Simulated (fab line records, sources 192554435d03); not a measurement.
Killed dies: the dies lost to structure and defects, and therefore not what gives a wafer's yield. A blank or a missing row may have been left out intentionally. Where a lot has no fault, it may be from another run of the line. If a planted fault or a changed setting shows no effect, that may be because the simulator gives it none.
Matching of chambers    flow n5 finfet    N5_BEOL_M12_CMP_49 on cmp-04: 4 sister chambers
The step polishes, stops on SiOC, t overpolish 20.6 s, target thk 320 nm. 8 wafers are shown with their chamber, then 7 later ones without.

WAFERS WITH THEIR CHAMBER
wafer   chamber  motor current A (A)  overpolish run s (s)
L083.2  0        5.4                  20.611
L086.1  3        6.9                  20.595
L086.2  0        5.3                  20.612
L090.3  1        6.7                  20.610
L090.5  3        6.6                  20.593
L090.6  2        6.4                  20.598
L091.1  1        6.5                  20.605
L091.4  2        6.1                  20.595

WAFERS MISSING THEIR CHAMBER
wafer   motor current A (A)  overpolish run s (s)
L091.5  5.3                  20.608
L093.1  5.2                  20.605
L093.4  6.9                  20.608
L093.6  6.0                  20.576
L097.1  6.4                  20.593
L097.2  6.1                  20.613
L097.3  5.3                  20.598

EACH ONE'S CHAMBER
wafer    from the rows above       in truth
L091.5   0                         0
L093.1   0                         0
L093.4   1                         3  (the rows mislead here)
L093.6   can't be placed: 3 or 2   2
L097.1   can't be placed: 2 or 3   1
L097.2   can't be placed: 1 or 0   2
L097.3   can't be placed: 2 or 0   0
Placed correctly: 2 of 7. Cannot be placed on the basis of these rows: 4; the candidates contain the true chamber in 2. Number placed wrongly: 1.
How it was worked out, from the rows above alone: a wafer's distance from a chamber is the root of the sum, over the readings, of the square of ((its reading less the chamber's mean) divided by the reading's scatter). If the next closest chamber is less than 2 further off than the closest, the wafer can't be placed; otherwise it belongs to the closest. For every chamber, the mean is computed from those of its wafers that are shown. The scatter: the root of (the sum of the squares of (reading less its chamber's mean) over the shown wafers, divided by (wafers less chambers)).
